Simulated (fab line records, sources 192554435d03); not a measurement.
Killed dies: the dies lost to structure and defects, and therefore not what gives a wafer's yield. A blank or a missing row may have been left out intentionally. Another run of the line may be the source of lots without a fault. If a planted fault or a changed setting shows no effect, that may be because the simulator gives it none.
Problem report in the 8D (eight disciplines) form, filled by code -- flow n5_finfet -- the parts of the form that need people (team, actions taken, sign-off) are left out

1. THE ISSUE
Wafers without a fault read 150.0 W, standard deviation 0.45; bias_w at N5_BEOL_M3_ETCH_64 reads a mean of 158.6 W on 3 wafers belonging to 2 lots. That puts it +19 standard deviations away from the usual mean.
The step: etches SOC in N2/H2, target depth 75 nm, overetch 15 nm, time 112.5 s.
The first sign was on wafer L734.3 at day 11 22:13, on rie_diel-02. The record has a number at this step for 30 wafers belonging to 10 lots. Rule for "out" (also "out of limits"): further than 4 standard deviations from the usual mean. The other wafers with a number count as sound.

2. WHAT IT IS, AND WHAT IT ISN'T
question,is,is not
which readings at this step,"bias_w, rf_vpp_V","drypump_motor_current_A, oes_product_au, showerhead_plenum_p_Torr, throttle_valve_pct"
which lots,"L734, L735","L715, L717, L718, L721, L722, L725, L730, L731"
which wafers of those lots,"L734.3, L735.3, L735.6","L734.1, L734.4, L735.1"
read on which tools,rie_diel-02,rie_diel-03
when,from day 11 22:13,up to then (26 sound wafers); but 1 sound wafer of L735 came after

3. THE SUSPECTS, EACH WITH WHAT RULES IT OUT
Counting: any tool at a process step up to the reading remains a suspect provided it ran every lot that is out. Sound lots after the first of them don't rule it out here, since some wafers of a struck lot are sound.
- rtp_anneal-02 at N5_BEOL_M2_ANNEAL_51 (time 90 s): kept. Every lot that is out went through it, the first being L734 (day 11 16:55); the last sound lot it ran before that was L731 (day 11 05:59).
- rie_diel-02 at N5_BEOL_M3_ETCH_64 (etches SOC in N2/H2, target depth 75 nm, overetch 15 nm, time 112.5 s): kept. Every lot that is out went through it, the first being L734 (day 11 22:13); the last sound lot it ran before that was L731 (day 11 08:01). On those wafers its own readings are out: bias_w, rf_vpp_V.
- Within rie_diel-02 at N5_BEOL_M3_ETCH_64: the wafers that are out ran in chamber 1; their sound lot-mates ran in chambers 0, 3.
What counting leaves: rtp_anneal-02 at N5_BEOL_M2_ANNEAL_51 and rie_diel-02 at N5_BEOL_M3_ETCH_64.

4. THE CAUSE (what the simulator had put in)
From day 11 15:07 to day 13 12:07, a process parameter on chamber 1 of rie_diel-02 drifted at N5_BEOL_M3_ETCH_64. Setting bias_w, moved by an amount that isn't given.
Of the 2 suspects that counting leaves, this tool is one.

5. THE EFFECT CHAIN, in route order
One row per reading whose mean, taken over the struck wafers that have a number, lies over 3 standard deviations from the usual. Scope: only readings with a usual standard deviation given in the record; hours: median across lots of the time from each lot's start at the first step in this table that gives one to its start at this step; sigmas: change in usual standard deviations.
hours,step,reading,usual,on struck wafers,change,sigmas
0,N5_BEOL_M3_ETCH_64,bias_w,150.0 W,158.6,+8.6,+19
0,N5_BEOL_M3_ETCH_64,rf_vpp_V,524.9 V,542.8,+17.9,+7.8
Its process steps:
- N5_BEOL_M3_ETCH_64: etches SOC in N2/H2, target depth 75 nm, overetch 15 nm, time 112.5 s.
At these later measuring or inspecting steps, every struck wafer for which the step has a row has a number for every such reading, and none has moved that far: N5_BEOL_M4_RC_MEAS_101.

6. HOW IT WOULD HAVE BEEN CAUGHT EARLIER
7 hours passed between the start of the fault at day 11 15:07 and the first reading out of limits in this record, taken at day 11 22:13.
